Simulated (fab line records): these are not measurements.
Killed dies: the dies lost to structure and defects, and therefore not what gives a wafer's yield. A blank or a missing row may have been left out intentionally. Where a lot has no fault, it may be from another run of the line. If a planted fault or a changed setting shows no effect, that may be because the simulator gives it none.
Chamber matching	flow n5Finfet	aldSin-03 running N5_GATE_CUT_ALD_22: 4 sister chambers
The step deposits SiNx, target thk 16 nm, pulse time 1 s, ald cycles 320. 18 wafers are shown with their chamber, then 9 later ones without.

== EACH WAFER AND ITS CHAMBER ==
wafer	chamber	heaterPowerOuterW (W)	heaterPowerW (W)	precursorPulseHeightRel
L074.4	2	492	823	0.986
L074.5	1	514	798	1.008
L074.6	0	466	794	1.029
L080.1	2	504	848	1.021
L080.3	1	520	803	0.993
L080.6	0	468	756	1.039
L082.2	3	505	801	0.995
L082.3	0	467	781	1.017
L082.5	0	456	778	0.996
L083.1	0	471	781	0.999
L083.5	2	501	803	1.009
L083.6	1	528	813	1.014
L085.1	0	466	774	0.982
L085.2	1	526	802	0.962
L085.6	3	507	782	1.024
L088.1	2	504	846	1.032
L088.2	3	506	795	1.009
L088.5	2	501	817	0.999

SIGNATURES (averages over the wafers above)
reading	chamber 0	chamber 1	chamber 2	chamber 3	scatter within a chamber
heaterPowerOuterW	465.67	522.00	500.40	506.00	4.99
heaterPowerW	777.33	804.00	827.40	792.67	13.6
precursorPulseHeightRel	1.01033	0.99425	1.00940	1.00933	0.0202
Rule: for a wafer and a chamber, the distance is found by dividing, reading by reading, the gap between the wafer's reading and the chamber's mean by the reading's scatter, squaring, summing and taking the root. The wafer belongs to the nearest chamber; if the next one is less than 2 further off, it can't be placed. The scatter is the square root of a quotient: the sum, over the shown wafers, of each reading's squared deviation from its chamber's mean, divided by wafers minus chambers.

== WAFERS WHOSE CHAMBER IS MISSING ==
wafer	heaterPowerOuterW (W)	heaterPowerW (W)	precursorPulseHeightRel
L093.1	498	799	1.022
L093.4	508	806	0.994
L093.5	526	826	0.993
L094.1	465	772	1.007
L094.5	469	794	0.990
L094.6	520	805	0.975
L096.1	517	814	1.018
L096.3	475	801	1.030
L096.5	515	802	1.004

== WHICH CHAMBER EACH ONE RAN IN ==
wafer	from the rows above	in truth
L093.1	can't be placed: 3 or 2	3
L093.4	can't be placed: 3 or 2 or 1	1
L093.5	1	1
L094.1	0	0
L094.5	0	0
L094.6	1	1
L096.1	can't be placed: 1 or 3 or 2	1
L096.3	0	0
L096.5	can't be placed: 1 or 3 or 2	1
5 of 9 placed correctly. From these rows, 4 cannot be placed; in 4 the true chamber is one of the candidates. 0 placed wrongly.
